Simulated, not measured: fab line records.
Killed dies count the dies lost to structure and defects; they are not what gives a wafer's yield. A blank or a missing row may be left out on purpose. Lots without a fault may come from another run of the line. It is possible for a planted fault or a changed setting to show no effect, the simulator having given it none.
fab line records	flow nandHarc
[record] lots = 7	wafers = 19	lastDay = 32
route steps=1302 shown A_SGD_CUT@916 A_SLIT@922 END@1302
lots with no fault: from the same line, run without faults
startH: hours from the record's first day to the start of the lot's first wafer shown	waitH: time in hours since the lot's previous step	" identical to the entry in the row above	L1.1+2: several wafers, shown together as one row	- no value, or no start was given	* or withheld: withheld	< > ~ a bound
route shown NAME@n: names a module that has steps shown in the file, with the first one's number in the route	usual: average and standard deviation across the fault-free wafers	same: alike in all rows	chamber/n: place in a boat	sites: per-site readings	_std_site: how widely they spread, as a standard deviation	_edge_site: outer sites' mean less inner sites'	radiusMm: how far each site lies from the wafer's centre	mask NAME#n: copy n	behind: the last tool/chamber to shape the wafer	hold: cause of the lot's hold/its duration in hours/its outcome	device: whichever transistor did not switch (one of n, p or np)	end of line: tests run on the same wafers once the route is complete	a step given without rows: its recipe and nothing more	killed: the dies lost at the first sort to structure and to defects; this is not the yield of the wafer	map: per-die view of a wafer (x killed, . not killed, _ where there is no die)
set.NAME: the run value of the setting; set.NAME@STEP: its run value at that earlier step	model.NAME: the simulator's own value behind a step, which no gauge read
certain route steps with their lots: each step a table, each wafer a row
services: when a tool's chamber went out of use (startH, in hours from the record's first day, below 0 if earlier), for how many hours, and the reason
[[steps]]
[step NHARC_A_SGD_CUT_THK_MEAS_22]
[recipe] thkMeasGauge = ellipsometry
[usual] thkNm = 148.1/1.5
lot.wafer	tool	chamber	startH	waitH	thkNm
L253.2	filmMetro-01	-	473.55	0.2	150.6
L253.3	"	-	"	"	149.2
L253.6	"	-	"	"	146.9
L256.1	filmMetro-01	-	487.65	0.2	149.4
L256.5	"	-	"	"	148.0
L256.6	"	-	"	"	148.7
L260.3	filmMetro-02	-	547.68	0.2	146.8
L260.4	"	-	"	"	147.2
L260.5	"	-	"	"	147.1
L263.3	filmMetro-02	-	560.05	0.2	146.6
L263.4	"	-	"	"	145.2
L262.2	filmMetro-02	-	566.96	0.2	148.6
L262.6	"	-	"	"	148.1
L272.2	filmMetro-01	-	653.25	0.2	149.0
L272.5	"	-	"	"	150.5
L272.6	"	-	"	"	147.3
L271.1	filmMetro-02	-	653.25	0.2	147.0
L271.2	"	-	"	"	147.4
L271.5	"	-	"	"	148.5
[step NHARC_A_SGD_CUT_SRD_23]
[step NHARC_A_SGD_CUT_ETCH_26]
[recipe] targetDepthA = 458	chemistry = dHF	material = SiO2
[step NHARC_A_SGD_CUT_ETCHBACK_24]
[recipe] targetDepthA = 500	overEtchFrac = 0.3	timeS = 92.857	ionEnergyEv = 120	ch3fFlowSccm = 50	o2FlowSccm = 30	arFlowSccm = 200	rfW = 500	biasW = 100	chemistry = CH3F/O2
[usual] drypumpMotorCurrentA = 5.6/0.37	oesProductAu = 0.98/0.033	rfVppV = 244.2/1.5	showerheadPlenumPTorr = 2.45/0.092	throttleValvePct = 20.663/0.0082
lot.wafer	tool	chamber	startH	waitH	drypumpMotorCurrentA	oesProductAu	rfHoursCounterH	rfVppV	showerheadPlenumPTorr	throttleValvePct
L253.3	rieDiel-02	2	473.88	0.2	5.5	1.00	3	244.3	2.56	20.651
L253.2	"	3	"	"	5.8	1.00	3	246.1	2.58	20.659
L253.6	"	0	"	"	5.1	0.98	-	241.4	2.39	20.674
L256.1	rieDiel-02	3	487.90	0.2	5.8	0.93	5	248.0	2.58	20.658
L256.5	"	1	"	"	6.1	0.91	-	242.2	2.31	20.663
L256.6	"	2	"	"	5.5	0.93	-	246.0	2.55	20.686
L260.3	rieDiel-02	1	547.92	0.2	6.1	0.99	7	242.1	2.31	20.663
L260.4	"	2	"	"	5.5	1.00	7	245.0	2.55	20.648
L260.5	"	0	"	"	5.1	0.98	-	244.0	2.39	20.661
L263.4	rieDiel-11	0	560.27	0.1	5.7	1.00	6	244.6	2.49	20.652
L263.3	"	2	"	"	5.3	0.99	6	244.5	2.47	20.674
L262.2	rieDiel-01	2	567.19	0.1	5.3	0.99	0	242.1	2.33	20.670
L262.6	"	3	"	"	5.3	0.99	-	245.2	2.59	20.671
L272.2	rieDiel-02	2	653.47	0.2	5.5	0.93	4	245.0	2.55	20.657
L272.5	"	2	"	"	5.5	0.92	-	245.9	2.55	20.667
L272.6	"	3	"	"	5.8	0.95	-	245.1	2.57	20.652
L271.2	rieDiel-11	3	653.49	0.2	5.3	1.01	1	242.6	2.39	20.652
L271.1	"	0	"	"	5.8	1.01	1	242.8	2.48	20.664
L271.5	"	3	"	"	5.3	1.01	-	243.0	2.39	20.654
[step NHARC_A_SGD_CUT_STRIP_28]
[recipe] timeS = 20	o2FlowSccm = 500	arFlowSccm = 0	biasW = 0	chemistry = O2
[usual] drypumpMotorCurrentA = 5.6/0.36	oesProductAu = 1.002/0.014	rfVppV = 57.8/0.88	showerheadPlenumPTorr = 3.51/0.13	throttleValvePct = 17.035/0.0086
lot.wafer	tool	chamber	startH	waitH	drypumpMotorCurrentA	oesProductAu	rfHoursCounterH	rfVppV	showerheadPlenumPTorr	throttleValvePct
L253.3	rieDiel-02	0	-	-	5.1	0.982	4	56.4	3.43	17.022
L253.2	"	3	"	"	5.8	1.003	4	58.1	3.69	17.049
L253.6	"	1	"	"	6.1	0.998	-	57.1	3.32	17.033
L256.1	rieDiel-02	2	-	-	5.5	0.998	4	58.1	3.66	17.040
L256.6	"	2	"	"	5.5	1.000	-	57.9	3.66	17.032
L256.5	"	3	"	"	5.8	1.012	-	57.8	3.69	17.040
L260.3	rieDiel-02	2	-	-	5.5	0.989	7	58.1	3.66	17.034
L260.4	"	0	"	"	5.1	0.981	8	58.0	3.43	17.028
L260.5	"	1	"	"	6.1	0.995	-	56.6	3.32	17.045
L263.4	rieDiel-11	0	-	-	5.8	1.018	6	58.9	3.57	17.039
L263.3	"	3	"	"	5.4	1.008	6	59.1	3.43	17.031
L262.2	rieDiel-01	2	-	-	5.3	1.005	0	57.1	3.34	17.047
L262.6	"	0	"	"	6.3	1.022	-	57.8	3.41	17.015
L272.2	rieDiel-02	1	-	-	6.1	1.012	4	59.2	3.31	17.035
L272.6	"	1	"	"	6.1	1.011	-	57.3	3.31	17.028
L272.5	"	2	"	"	5.5	1.004	-	58.0	3.66	17.021
L271.2	rieDiel-11	0	-	-	5.8	1.018	1	58.0	3.57	17.034
L271.1	"	2	"	"	5.3	1.006	1	58.1	3.54	17.023
L271.5	"	3	"	"	5.3	1.003	-	57.1	3.43	17.030
[step NHARC_A_SGD_CUT_INSPECT_25]
[usual] rawDefectCount = 387/72
lot.wafer	tool	chamber	startH	waitH	rawDefectCount
L253.2	defectInspect-01	-	474.26	-	559
L253.3	"	-	"	"	461
L253.6	"	-	"	"	385
L256.1	defectInspect-01	-	488.12	-	360
L256.5	"	-	"	"	478
L256.6	"	-	"	"	309
L260.3	defectInspect-01	-	548.15	-	321
L260.4	"	-	"	"	248
L260.5	"	-	"	"	381
L263.3	defectInspect-01	-	560.52	-	457
L263.4	"	-	"	"	396
L262.2	defectInspect-01	-	567.43	-	373
L262.6	"	-	"	"	302
L272.2	defectInspect-01	-	653.71	-	293
L272.5	"	-	"	"	409
L272.6	"	-	"	"	436
L271.1	defectInspect-01	-	653.72	-	351
L271.2	"	-	"	"	361
L271.5	"	-	"	"	291
[step NHARC_A_SLIT_DEP_25]
[recipe] targetThkA = 2000	tempC = 400	pressureTorr = 6.5	rfW = 900	teosFlowSccm = 161.4	flowSccm = 2650	targetThkNm = 200	gas = O2	material = SiO2
[usual] heaterPowerW = 581/94	throttleValvePct = 15.9/0.54
lot.wafer	tool	chamber	startH	waitH	heaterPowerW	throttleValvePct
L253.2	pecvd-01	0	474.33	0.1	638	16.4
L253.3	"	2	"	"	460	17.2
L253.6	"	0	"	"	647	16.5
L256.1	pecvd-03	1	488.18	0.1	562	16.1
L256.5	"	1	"	"	563	15.8
L256.6	"	2	"	"	442	16.1
L260.3	pecvd-01	2	548.25	0.1	457	17.2
L260.4	"	1	"	"	410	16.5
L260.5	"	0	"	"	669	16.3
L263.3	pecvd-04	1	560.67	0.2	693	15.1
L263.4	"	0	"	"	617	16.0
L262.2	pecvd-03	2	567.53	0.1	561	15.4
L262.6	"	2	"	"	557	15.7
L272.2	pecvd-03	0	653.82	0.1	472	16.0
L272.5	"	0	"	"	480	15.8
L272.6	"	1	"	"	523	16.0
L271.1	pecvd-04	0	653.99	0.3	585	15.6
L271.2	"	1	"	"	696	15.0
L271.5	"	0	"	"	588	15.8
[step NHARC_A_SLIT_DEP_00]
[recipe] targetThkA = 62000	tempC = 400	material = aC
[usual] throttleValvePct = 35.001/0.0086
lot.wafer	tool	chamber	startH	waitH	throttleValvePct
L253.2	aclDep-02	0	475.30	-	34.987
L253.3	"	0	"	"	35.013
L253.6	"	0	477.83	-	34.995
L256.1	aclDep-02	0	491.23	-	35.012
L256.5	"	0	493.78	-	35.018
L256.6	"	0	"	"	35.003
L260.3	aclDep-03	0	550.23	-	35.014
L260.4	"	0	"	"	35.003
L260.5	"	0	"	"	34.997
L263.3	aclDep-03	0	563.63	-	35.010
L263.4	"	0	"	"	34.990
L262.2	aclDep-02	0	572.77	-	35.002
L262.6	"	0	575.27	-	35.004
L272.2	aclDep-02	0	654.74	-	35.006
L272.5	"	0	656.62	-	35.013
L272.6	"	0	"	"	35.004
L271.1	aclDep-03	0	655.25	-	35.000
L271.2	"	0	"	"	34.991
L271.5	"	0	657.76	-	34.975
[step NHARC_A_SLIT_DEP_23]
[recipe] targetThkA = 1000	targetThkNm = 100	tempC = 400	pressureTorr = 3.5	flowSccm = 200	rfW = 350	material = SiON
[usual] heaterPowerW = 778/91
lot.wafer	tool	chamber	startH	waitH	heaterPowerW
L253.2	pecvd-01	0	478.52	2.6	910
L253.3	"	1	"	"	766
L253.6	"	1	"	"	792
L256.1	pecvd-03	2	495.07	3.2	744
L256.5	"	2	"	"	748
L256.6	"	1	"	"	799
L260.3	pecvd-01	1	552.75	1.9	739
L260.4	"	1	"	"	733
L260.5	"	0	"	"	769
L263.3	pecvd-03	1	566.15	1.9	741
L263.4	"	1	"	"	736
L262.2	pecvd-01	1	575.98	2.6	631
L262.6	"	2	"	"	709
L272.2	pecvd-03	1	657.96	2.6	719
L272.5	"	0	"	"	697
L272.6	"	1	"	"	715
L271.2	pecvd-01	1	659.04	2.5	652
L271.1	"	2	"	"	726
L271.5	"	1	"	"	644
[step NHARC_A_SLIT_DEHYDRATE_01]
[recipe] tempC = 150	timeS = 120
[step NHARC_A_SLIT_HMDS_02]
[recipe] timeS = 30
[step NHARC_A_SLIT_COAT_03]
[recipe] spinRpm = 1500	resistThkNm = 90
[step NHARC_A_SLIT_SOFTBAKE_04]
[recipe] tempC = 105	timeS = 55
[usual] heaterPowerTotalW = 188.44/0.12
lot.wafer	tool	chamber	startH	waitH	heaterPowerTotalW
L253.2	lithoTrack-04	0	478	-	188.36
L253.3	"	0	"	"	188.34
L253.6	"	0	"	"	188.33
L256.1	lithoTrack-01	0	495	-	188.37
L256.5	"	0	"	"	188.32
L256.6	"	0	"	"	188.72
L260.3	lithoTrack-01	0	553	-	207.87
L260.4	"	0	"	"	188.48
L260.5	"	0	"	"	188.37
L263.3	lithoTrack-01	0	566	-	207.76
L263.4	"	0	"	"	188.35
L262.2	lithoTrack-01	0	576	-	188.41
L262.6	"	0	"	"	208.00
L272.2	lithoTrack-06	0	658	-	188.34
L272.5	"	0	"	"	188.29
L272.6	"	0	"	"	188.47
L271.1	lithoTrack-01	0	659	-	188.43
L271.2	"	0	"	"	188.44
L271.5	"	0	"	"	188.38
[step NHARC_A_SLIT_EBR_05]
[step NHARC_END_SORT_01]
[recipe] tempC = 25
[usual] killedAtArray = 56/17	killedAtOther = 1.2/1.4	killedAtPeriphery = 4/3.2	killedDies = 61/16	killedOpen = 3.6/2.1	killedShort = 2.7/1.8
[same] grossDies = 677
lot.wafer	tool	chamber	startH	waitH	killedAtArray	killedAtOther	killedAtPeriphery	killedDies	killedOpen	killedShort
L256.1	prober-01	0	603.26	2.5	59	3	6	68	1	2
L256.5	prober-01	0	606.48	3.7	57	1	4	62	2	0
L256.6	prober-01	0	607.28	4.0	74	3	0	77	2	1
L260.3	prober-02	0	676.68	3.1	46	0	4	50	4	1
L260.4	prober-02	0	677.49	3.4	48	0	3	51	4	1
L260.5	prober-02	0	678.30	3.7	49	2	4	55	6	3
L263.3	prober-02	0	685.69	3.0	47	4	2	53	5	2
L263.4	prober-02	0	686.47	3.3	53	1	4	58	4	2
L262.2	prober-02	0	707.38	2.9	63	1	10	74	7	6
L262.6	prober-02	0	710.59	4.0	56	0	3	59	5	3
// killed by level:class
L256.1 A_SLIT:chamberFilmFlake=24 A_CHANNEL_HOLE_D2:chamberFilmFlake=21 A_CONTACT:chamberFilmFlake=4 A_CHANNEL_HOLE_D1:chamberFilmFlake=3 A_CHANNEL_FILL_D1:chamberFilmFlake=3 THIN_TSV:chamberFilmFlake=3 P_GATE:geometricParticle:open=1 P_M1:geometricParticle:short=1
L256.5 A_SLIT:chamberFilmFlake=30 A_CHANNEL_HOLE_D2:chamberFilmFlake=18 A_CHANNEL_FILL_D1:chamberFilmFlake=5 P_ZERO_WELL:chamberFilmFlake=2 A_STAIRCASE:chamberFilmFlake=2 P_M0:geometricParticle:open=1 A_CHANNEL_FILL_D1:geometricParticle:open=1 P_GATE:chamberFilmFlake=1
L256.6 A_CHANNEL_HOLE_D2:chamberFilmFlake=40 A_SLIT:chamberFilmFlake=23 A_CONTACT:chamberFilmFlake=6 THIN_TSV:chamberFilmFlake=3 A_ONON_D2:geometricParticle:open=1 A_CHANNEL_FILL_D2:geometricParticle:open=1 A_SLIT:geometricParticle:short=1 A_CHANNEL_HOLE_D1:chamberFilmFlake=1
L260.3 A_SLIT:chamberFilmFlake=32 A_CHANNEL_FILL_D2:chamberFilmFlake=3 A_CONTACT:chamberFilmFlake=3 P_BONDPAD:chamberFilmFlake=2 A_CHANNEL_HOLE_D1:chamberFilmFlake=2 P_GATE:geometricParticle:open=1 P_CONTACT:geometricParticle:open=1 A_ONON_D2:geometricParticle:open=1
L260.4 A_SLIT:chamberFilmFlake=30 A_CHANNEL_HOLE_D1:chamberFilmFlake=8 A_STAIRCASE:chamberFilmFlake=5 P_STI:geometricParticle:open=1 A_CHANNEL_FILL_D1:geometricParticle:open=1 A_ONON_D2:geometricParticle:open=1 A_CHANNEL_FILL_D2:geometricParticle:short=1 A_M0:geometricParticle:open=1
L260.5 A_SLIT:chamberFilmFlake=27 A_CHANNEL_HOLE_D1:chamberFilmFlake=5 A_CONTACT:chamberFilmFlake=5 A_CHANNEL_FILL_D2:chamberFilmFlake=3 A_CHANNEL_FILL_D1:geometricParticle:open=2 A_STAIRCASE:chamberFilmFlake=2 P_GATE:geometricParticle:short=1 P_GATE:geometricParticle:open=1
L263.3 A_CHANNEL_HOLE_D2:chamberFilmFlake=16 A_CHANNEL_HOLE_D1:chamberFilmFlake=10 A_STAIRCASE:chamberFilmFlake=7 A_CONTACT:chamberFilmFlake=7 THIN_TSV:chamberFilmFlake=4 A_CHANNEL_FILL_D1:geometricParticle:open=2 P_CONTACT:geometricParticle:open=1 A_ONON_D1:geometricParticle:open=1
L263.4 A_CHANNEL_HOLE_D2:chamberFilmFlake=19 A_STAIRCASE:chamberFilmFlake=11 A_CHANNEL_HOLE_D1:chamberFilmFlake=10 A_SLIT:chamberFilmFlake=4 A_CONTACT:chamberFilmFlake=3 P_ZERO_WELL:chamberFilmFlake=2 P_STI:chamberFilmFlake=2 A_CHANNEL_FILL_D1:geometricParticle:open=1
L262.2 A_SLIT:chamberFilmFlake=30 P_M2:chamberFilmFlake=7 A_CHANNEL_HOLE_D1:chamberFilmFlake=7 A_CONTACT:chamberFilmFlake=5 A_ONON_D2:geometricParticle:open=3 A_CHANNEL_FILL_D2:geometricParticle:open=2 A_ZERO_WELL:chamberFilmFlake=2 A_CHANNEL_FILL_D1:chamberFilmFlake=2
L262.6 A_SLIT:chamberFilmFlake=28 A_CONTACT:chamberFilmFlake=12 A_CHANNEL_HOLE_D1:chamberFilmFlake=4 P_M0:geometricParticle:open=2 A_CHANNEL_FILL_D1:chamberFilmFlake=2 P_CONTACT:geometricParticle:open=1 A_ONON_D2:geometricParticle:short=1 A_CHANNEL_FILL_D2:geometricParticle:short=1
[[services]]
tool	chamber	startH	hours	kind
pecvd-04	-	450.53	13.0	pm
rieDiel-11	0	468.71	3.9	repair
aclDep-03	-	482.08	13.0	pm
pecvd-01	-	492.27	13.0	pm
rieDiel-01	-	493.19	3.4	repair
lithoTrack-01	-	505.00	7.0	pm
pecvd-04	-	515.48	1.3	repair
lithoTrack-06	-	529.00	7.0	pm
pecvd-03	-	538.67	1.1	repair
pecvd-03	-	547.19	13.0	pm
rieDiel-01	-	557.81	9.0	pm
rieDiel-02	-	570.71	9.0	pm
rieDiel-01	3	570.81	5.3	repair
rieDiel-01	2	592.87	5.7	repair
rieDiel-01	1	595.90	9.8	repair
aclDep-02	-	609.13	13.0	pm
rieDiel-11	-	609.57	9.0	pm
pecvd-01	2	620.33	6.5	repair
pecvd-01	1	622.92	13.7	repair
pecvd-04	1	623.38	7.6	repair
aclDep-03	-	630.30	9.1	repair
pecvd-04	-	631.59	13.0	pm
rieDiel-02	1	637.50	6.2	repair
pecvd-01	2	638.57	6.4	repair
[[key]]
[firstSign] step = NHARC_A_SLIT_SOFTBAKE_04	reading = heaterPowerTotalW	direction = up	sigmas = 99+	usual = *	struck = *
effect none on later readings
metAt NHARC_A_SLIT_SOFTBAKE_04
struckWafers L260.3,L262.6,L263.3
testerLeftOut L260,L262,L263
onsetBetween 495 553
[fault] kind = processParameterDrift	tool = lithoTrack-01	chamber = -	onsetH = 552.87	steps = NHARC_A_SLIT_SOFTBAKE_04	channel = timeS	offset = *	shape = step	endH = 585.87	scope = struckWafersOnly	actsIn = *	stated = *
// testerLeftOut: of these lots the tester's yield and bins aren't shown, on N5 and GAA mostly nor the transistor test; their killed dies are dies lost to structure and defects alone, not to doping, threshold or leakage, so they don't give the yield
